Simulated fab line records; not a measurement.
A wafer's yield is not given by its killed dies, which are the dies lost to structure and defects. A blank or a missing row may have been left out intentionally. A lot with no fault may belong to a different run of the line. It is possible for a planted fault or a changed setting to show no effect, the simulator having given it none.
Which tool is to blame? ; flow n5Finfet ; 24 lots with 72 wafers sampled at 6 steps, on a route of 1938 steps

## WHAT EACH GAUGE READ, for each wafer
N5_BEOL_M14_INSPECT_55: inspects for defects (darkfield).
lot;measured;on;rawDefectCount
L075;day 10 20:16;defectInspect-01;147 164 93
L074;day 11 00:49;defectInspect-02;39 58 67
L076;day 11 12:15;defectInspect-01;87 68 51
L078;day 11 16:34;defectInspect-01;53 64 48
L077;day 11 16:50;defectInspect-02;53 38 80
L079;day 11 20:47;defectInspect-02;66 41 32
L080;day 11 21:05;defectInspect-02;64 50 65
L081;day 12 03:53;defectInspect-02;66 82 78
L082;day 12 21:26;defectInspect-02;68 36 63
L083;day 12 21:27;defectInspect-01;66 63 43
L084;day 13 01:02;defectInspect-02;76 79 67
L085;day 13 04:32;defectInspect-02;173 158 148
L087;day 16 22:54;defectInspect-02;61 24 75
L086;day 17 02:03;defectInspect-02;59 50 79
L088;day 17 13:39;defectInspect-01;73 91 87
L089;day 17 14:09;defectInspect-02;55 113 69
L093;day 17 18:15;defectInspect-01;107 70 92
L096;day 17 18:58;defectInspect-02;83 55 49
L094;day 17 20:55;defectInspect-02;88 134 134
L091;day 17 21:26;defectInspect-02;108 87 101
L095;day 18 15:32;defectInspect-01;51 49 44
L090;day 19 03:18;defectInspect-01;61 69 73
L097;day 19 03:50;defectInspect-01;75 35 45
L092;day 19 06:40;defectInspect-02;101 50 62

N5_BEOL_M15_CD_MEAS_10: the cd target is 360 nm.
lot;measured;on;cdNm (nm)
L075;day 10 20:51;cdSem-03;360.4 360.9 360.7
L074;day 11 01:32;cdSem-03;363.0 360.7 357.5
L076;day 11 12:52;cdSem-02;361.8 363.4 362.7
L078;day 11 17:16;cdSem-03;363.8 359.9 362.6
L077;day 11 17:26;cdSem-03;359.9 363.3 364.0
L079;day 11 21:22;cdSem-02;360.5 359.6 363.2
L080;day 11 21:47;cdSem-03;363.4 362.1 360.5
L081;day 12 04:36;cdSem-02;360.5 360.7 361.3
L082;day 12 22:09;cdSem-01;362.1 359.3 355.7
L083;day 12 22:19;cdSem-03;361.8 360.7 359.9
L084;day 13 01:37;cdSem-03;362.2 359.9 358.3
L085;day 13 05:15;cdSem-03;359.7 358.0 363.9
L087;day 16 23:37;cdSem-03;362.2 362.2 362.7
L086;day 17 02:59;cdSem-03;360.3 360.8 361.5
L088;day 17 14:22;cdSem-02;360.7 359.7 362.0
L089;day 17 14:58;cdSem-02;362.6 361.7 361.8
L093;day 17 18:58;cdSem-03;357.9 358.5 362.7
L096;day 17 19:40;cdSem-03;362.7 359.2 363.3
L094;day 17 21:31;cdSem-02;362.4 363.8 361.9
L091;day 17 22:08;cdSem-03;362.2 360.9 362.2
L095;day 18 16:15;cdSem-03;362.6 359.5 361.9
L090;day 19 03:53;cdSem-01;363.3 360.5 364.1
L097;day 19 04:26;cdSem-01;363.2 362.6 362.3
L092;day 19 07:23;cdSem-03;364.5 361.5 363.8

## TOOL THAT RAN EACH LOT (tool first, then ch and the chambers of the sampled wafers, then the start)
lot;N5_BEOL_M14_DESCUM_15;N5_BEOL_M14_VIA_ETCH_16;N5_BEOL_M14_DEGAS_41;N5_BEOL_M14_SPUTTER_45
L075;rieDiel-06 ch 0,2, day 10 16:47;rieDiel-06 ch 0,2, day 10 16:52;pvdSputter-01, day 10 18:43;pvdSputter-01, day 10 18:58
L074;rieDiel-05 ch 1,2, day 10 21:32;rieDiel-05 ch 1,2, day 10 21:37;pvdSputter-03, day 10 23:29;pvdSputter-03, day 10 23:45
L076;rieDiel-05 ch 2,3, day 11 08:38;rieDiel-05 ch 2,3, day 11 08:43;pvdSputter-03, day 11 10:55;pvdSputter-03, day 11 11:09
L078;rieDiel-01 ch 0,1,2, day 11 12:16;rieDiel-01 ch 0,1,2, day 11 12:21;pvdSputter-03, day 11 15:16;pvdSputter-03, day 11 15:31
L077;rieDiel-01 ch 0,2,3, day 11 12:50;rieDiel-01 ch 0,2,3, day 11 12:56;pvdSputter-01, day 11 15:31;pvdSputter-01, day 11 15:45
L079;rieDiel-05 ch 2,3, day 11 16:04;rieDiel-05 ch 2,3, day 11 16:10;pvdSputter-02, day 11 19:19;pvdSputter-02, day 11 19:33
L080;rieDiel-06 ch 1,2,3, day 11 16:53;rieDiel-06 ch 1,2,3, day 11 16:58;pvdSputter-03, day 11 19:42;pvdSputter-03, day 11 19:56
L081;rieDiel-01 ch 1,2,3, day 11 21:58;rieDiel-01 ch 1,2,3, day 11 22:03;pvdSputter-02, day 12 02:35;pvdSputter-02, day 12 02:49
L082;rieDiel-05 ch 1,2,3, day 12 16:26;rieDiel-05 ch 1,2,3, day 12 16:32;pvdSputter-02, day 12 19:58;pvdSputter-02, day 12 20:13
L083;rieDiel-01 ch 0,1, day 12 16:56;rieDiel-01 ch 0,1, day 12 17:01;pvdSputter-03, day 12 20:08;pvdSputter-03, day 12 20:23
L084;rieDiel-05 ch 0,2, day 12 19:23;rieDiel-05 ch 0,2, day 12 19:28;pvdSputter-02, day 12 23:42;pvdSputter-02, day 12 23:56
L085;rieDiel-05 ch 2,3, day 13 00:44;rieDiel-05 ch 2,3, day 13 00:49;pvdSputter-01, day 13 03:13;pvdSputter-01, day 13 03:27
L087;rieDiel-06 ch 1,2, day 16 17:22;rieDiel-06 ch 1,2, day 16 17:27;pvdSputter-03, day 16 21:37;pvdSputter-03, day 16 21:51
L086;rieDiel-01 ch 1,2, day 16 22:37;rieDiel-01 ch 1,2, day 16 22:42;pvdSputter-01, day 17 00:45;pvdSputter-01, day 17 00:59
L088;rieDiel-06 ch 1,2,3, day 17 07:02;rieDiel-06 ch 1,2,3, day 17 07:07;pvdSputter-01, day 17 12:20;pvdSputter-01, day 17 12:35
L089;rieDiel-01 ch 2,3, day 17 07:27;rieDiel-01 ch 2,3, day 17 07:32;pvdSputter-02, day 17 12:41;pvdSputter-02, day 17 12:56
L093;rieDiel-05 ch 0,1, day 17 11:37;rieDiel-05 ch 0,1, day 17 11:42;pvdSputter-01, day 17 16:56;pvdSputter-01, day 17 17:11
L096;rieDiel-05 ch 0,1,2, day 17 12:22;rieDiel-05 ch 0,1,2, day 17 12:27;pvdSputter-01, day 17 17:25;pvdSputter-01, day 17 17:40
L094;rieDiel-01 ch 0,1,2, day 17 13:12;rieDiel-01 ch 0,1,2, day 17 13:17;pvdSputter-02, day 17 19:25;pvdSputter-02, day 17 19:40
L091;rieDiel-05 ch 0,1, day 17 14:07;rieDiel-05 ch 0,1, day 17 14:13;pvdSputter-01, day 17 20:08;pvdSputter-01, day 17 20:23
L095;rieDiel-01 ch 0,1, day 17 22:50;rieDiel-01 ch 0,1, day 17 22:55;pvdSputter-03, day 18 14:14;pvdSputter-03, day 18 14:29
L090;rieDiel-05 ch 0,3, day 17 23:22;rieDiel-05 ch 0,3, day 17 23:27;pvdSputter-02, day 19 01:44;pvdSputter-02, day 19 01:58
L097;rieDiel-06 ch 1,2,3, day 18 04:30;rieDiel-06 ch 1,2,3, day 18 04:35;pvdSputter-02, day 19 02:05;pvdSputter-02, day 19 02:20
L092;rieDiel-05 ch 0,1,2, day 18 10:44;rieDiel-05 ch 0,1,2, day 18 10:50;pvdSputter-01, day 19 05:22;pvdSputter-01, day 19 05:36
- N5_BEOL_M14_DESCUM_15: chemistry O2, time 7.9 s.
- N5_BEOL_M14_VIA_ETCH_16: etches SiO2 in C4F8/O2/Ar, target depth 1231.3 nm.
- N5_BEOL_M14_DEGAS_41: time 60 s.
- N5_BEOL_M14_SPUTTER_45: material Cu, target thk 100 nm, time 16.67 s.

## AS READ BY THE TOOLS THEMSELVES (means over the sampled wafers that have a number; for cases with no such wafer, the mark the record gives instead)
N5_BEOL_M14_DESCUM_15.
lot;tool;biasPowerW (W);drypumpMotorCurrentA (A);o2FlowSccm (sccm);oesProductAu (a.u.);rfVppV (V);showerheadPlenumPTorr (Torr);throttleValvePct (%)
L075;rieDiel-06;19.94;5.2;224.6;0.81;243.3;2.12;20.35
L074;rieDiel-05;19.90;5.9;224.7;0.76;241.9;2.04;20.56
L076;rieDiel-05;20.04;6.5;224.9;0.89;242.0;2.08;20.09
L078;rieDiel-01;20.05;5.7;224.6;0.84;243.7;2.10;20.30
L077;rieDiel-01;20.05;5.7;224.8;0.81;243.7;2.09;20.41
L079;rieDiel-05;19.97;6.3;225.2;0.89;243.3;2.10;20.12
L080;rieDiel-06;20.00;5.2;224.7;0.81;242.6;2.05;20.47
L081;rieDiel-01;20.00;5.8;225.5;0.79;241.7;2.08;20.46
L082;rieDiel-05;20.05;6.2;224.3;0.80;242.4;2.05;20.35
L083;rieDiel-01;20.02;5.9;224.7;0.82;244.0;2.12;20.21
L084;rieDiel-05;20.01;6.0;224.6;0.91;243.2;2.11;20.21
L085;rieDiel-05;19.97;6.3;224.7;0.87;244.0;2.10;20.15
L087;rieDiel-06;20.04;5.1;225.1;0.88;244.2;2.17;20.32
L086;rieDiel-01;19.97;5.6;224.6;0.78;242.8;2.05;20.53
L088;rieDiel-06;19.95;5.2;225.0;0.84;242.9;2.12;20.39
L089;rieDiel-01;19.98;5.6;224.4;0.76;242.8;2.04;20.64
L093;rieDiel-05;20.02;5.8;225.5;0.90;244.0;2.18;20.41
L096;rieDiel-05;19.98;5.9;225.1;0.87;243.6;2.14;20.34
L094;rieDiel-01;20.00;5.7;224.9;0.79;243.1;2.08;20.37
L091;rieDiel-05;20.03;5.7;225.2;0.87;242.4;2.11;20.40
L095;rieDiel-01;19.96;5.9;225.7;0.80;243.1;2.12;20.22
L090;rieDiel-05;20.07;6.3;224.5;0.81;241.8;2.04;20.23
L097;rieDiel-06;20.01;5.2;225.4;0.85;243.4;2.12;20.41
L092;rieDiel-05;20.09;5.9;224.4;0.86;243.6;2.13;20.35

N5_BEOL_M14_VIA_ETCH_16.
lot;tool;C4F8_flow_sccm (sccm);drypumpMotorCurrentA (A);oesProductAu (a.u.);rfVppV (V);showerheadPlenumPTorr (Torr);throttleValvePct (%)
L075;rieDiel-06;16.02;5.2;0.72;2238;3.47;30.72
L074;rieDiel-05;15.98;5.9;0.68;2237;3.35;30.98
L076;rieDiel-05;16.02;6.4;0.79;2250;3.41;30.55
L078;rieDiel-01;15.99;5.7;0.75;2216;3.42;30.56
L077;rieDiel-01;15.98;5.8;0.73;2209;3.42;30.81
L079;rieDiel-05;16.00;6.3;0.80;2233;3.45;30.65
L080;rieDiel-06;15.97;5.2;0.72;2205;3.35;30.83
L081;rieDiel-01;16.03;5.8;0.71;2228;3.41;30.88
L082;rieDiel-05;16.01;6.2;0.73;2243;3.37;30.78
L083;rieDiel-01;16.05;5.9;0.74;2245;3.44;30.41
L084;rieDiel-05;16.01;6.0;0.82;2209;3.46;30.82
L085;rieDiel-05;16.02;6.3;0.79;2233;3.45;30.67
L087;rieDiel-06;15.98;5.1;0.79;2228;3.57;30.80
L086;rieDiel-01;16.04;5.6;0.69;2205;3.36;30.85
L088;rieDiel-06;16.06;5.2;0.76;2215;3.46;30.79
L089;rieDiel-01;16.00;5.6;0.69;2198;3.36;31.10
L093;rieDiel-05;15.98;5.8;0.81;2250;3.55;30.90
L096;rieDiel-05;16.00;5.8;0.80;2229;3.50;30.87
L094;rieDiel-01;16.03;5.8;0.70;2214;3.39;30.60
L091;rieDiel-05;16.01;5.7;0.80;2218;3.46;30.92
L095;rieDiel-01;16.02;5.9;0.73;2222;3.44;30.38
L090;rieDiel-05;16.00;6.3;0.74;2238;3.35;30.65
L097;rieDiel-06;15.97;5.2;0.76;2215;3.46;30.80
L092;rieDiel-05;16.05;5.9;0.78;2227;3.50;30.87

N5_BEOL_M14_DEGAS_41.
lot;tool;heaterPowerW (W)
L075;pvdSputter-01;467
L074;pvdSputter-03;484
L076;pvdSputter-03;491
L078;pvdSputter-03;490
L077;pvdSputter-01;490
L079;pvdSputter-02;457
L080;pvdSputter-03;496
L081;pvdSputter-02;471
L082;pvdSputter-02;452
L083;pvdSputter-03;513
L084;pvdSputter-02;469
L085;pvdSputter-01;442
L087;pvdSputter-03;491
L086;pvdSputter-01;465
L088;pvdSputter-01;455
L089;pvdSputter-02;459
L093;pvdSputter-01;486
L096;pvdSputter-01;487
L094;pvdSputter-02;466
L091;pvdSputter-01;476
L095;pvdSputter-03;466
L090;pvdSputter-02;465
L097;pvdSputter-02;461
L092;pvdSputter-01;472

N5_BEOL_M14_SPUTTER_45.
lot;tool;throttleValvePct (%)
L075;pvdSputter-01;31.0
L074;pvdSputter-03;30.4
L076;pvdSputter-03;30.1
L078;pvdSputter-03;30.2
L077;pvdSputter-01;31.1
L079;pvdSputter-02;30.0
L080;pvdSputter-03;30.1
L081;pvdSputter-02;30.1
L082;pvdSputter-02;30.7
L083;pvdSputter-03;30.4
L084;pvdSputter-02;29.5
L085;pvdSputter-01;29.8
L087;pvdSputter-03;30.0
L086;pvdSputter-01;30.6
L088;pvdSputter-01;29.9
L089;pvdSputter-02;30.4
L093;pvdSputter-01;31.2
L096;pvdSputter-01;31.2
L094;pvdSputter-02;29.3
L091;pvdSputter-01;30.2
L095;pvdSputter-03;30.0
L090;pvdSputter-02;29.9
L097;pvdSputter-02;30.7
L092;pvdSputter-01;30.3

## THE ANSWER, worked out from the rows above alone
Rule: the usual values come from the lots themselves. Put in order of their means at a reading, lots are off if they are a third of the lots or fewer, leave a main group of 4 or more, and stand apart from it by a gap of 3 or more times the standard deviation of the main group's means; of several such gaps the widest counts. A main group is skipped when, at the precision printed for the reading in the tables above, its means are all equal. A lot without any number at a reading at which 4 lots or more have one is off too. Where the step has rows for the other lots, those lots are counted as sound. First the gauges in route order, then the tools' own readings, where a lot's mean is used as printed above. The first step at which some lot is off is used, and at that step the reading that is off furthest; a lot without a number counts as furthest.
No lot is off at any reading shown: from this, nothing can be told.

## WHAT THE SIMULATOR PUT IN
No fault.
